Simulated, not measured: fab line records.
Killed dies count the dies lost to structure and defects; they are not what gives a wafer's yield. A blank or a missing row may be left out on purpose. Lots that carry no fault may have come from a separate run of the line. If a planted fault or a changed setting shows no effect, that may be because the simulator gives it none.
Chamber matching -- flow n5-finfet -- 4 sister chambers for N5_FIN_SAQP_ETCH_57 on rie-diel-02
The step etches SiNx in CH3F/O2, target depth 32.5 nm, time 46.4 s. 14 wafers are shown with their chamber, then 7 later ones without.

== WAFERS WITH THEIR CHAMBER ==
wafer,chamber,showerhead-plenum-p-Torr (Torr),oes-product-au (a.u.),rf-vpp-V (V)
L075.2,0,1.93,0.65,300
L075.4,3,1.94,0.70,296
L075.5,2,2.11,0.74,303
L079.1,1,2.09,0.66,298
L079.3,3,1.93,0.70,296
L079.4,0,1.92,0.64,297
L080.3,3,1.93,0.69,296
L080.4,0,1.92,0.64,298
L080.5,0,1.92,0.63,299
L086.3,2,2.11,0.73,302
L086.5,3,1.93,0.69,296
L086.6,0,1.92,0.63,300
L090.3,2,2.10,0.71,300
L090.5,1,2.09,0.64,298

SIGNATURES (averages over the wafers above)
reading,chamber 0,chamber 1,chamber 2,chamber 3,scatter within a chamber
showerhead-plenum-p-Torr,1.9220,2.0900,2.1067,1.9325,0.00471
oes-product-au,0.6380,0.6500,0.7267,0.6950,0.0102
rf-vpp-V,298.80,298.00,301.67,296.00,1.07
Rule: for each reading, subtract the chamber's mean from the wafer's reading, divide by that reading's scatter and square the result; add these up over the readings and take the root, which gives the wafer's distance from the chamber. If the next closest chamber is less than 2 further off than the closest, the wafer can't be placed; otherwise it belongs to the closest. The scatter: take each reading less its chamber's mean, square it, sum over the shown wafers, divide by the number of wafers less the number of chambers, and take the root.

== WAFERS WITHOUT THEIR CHAMBER ==
wafer,showerhead-plenum-p-Torr (Torr),oes-product-au (a.u.),rf-vpp-V (V)
L090.6,2.10,0.71,303
L095.4,2.10,0.69,301
L095.5,1.91,0.61,300
L095.6,1.92,0.66,296
L096.3,1.92,0.65,295
L096.4,1.92,0.66,297
L096.6,2.08,0.64,297

== WHICH CHAMBER EACH ONE RAN IN ==
wafer,from the rows above,in truth
L090.6,2,2
L095.4,can't be placed: 2 or 1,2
L095.5,0,0
L095.6,can't be placed: 0 or 3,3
L096.3,can't be placed: 0 or 3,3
L096.4,can't be placed: 0 or 3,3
L096.6,1,1
3 of 7 placed correctly. From these rows, 4 cannot be placed; in 4 the true chamber is one of the candidates. Wrongly placed: 0.
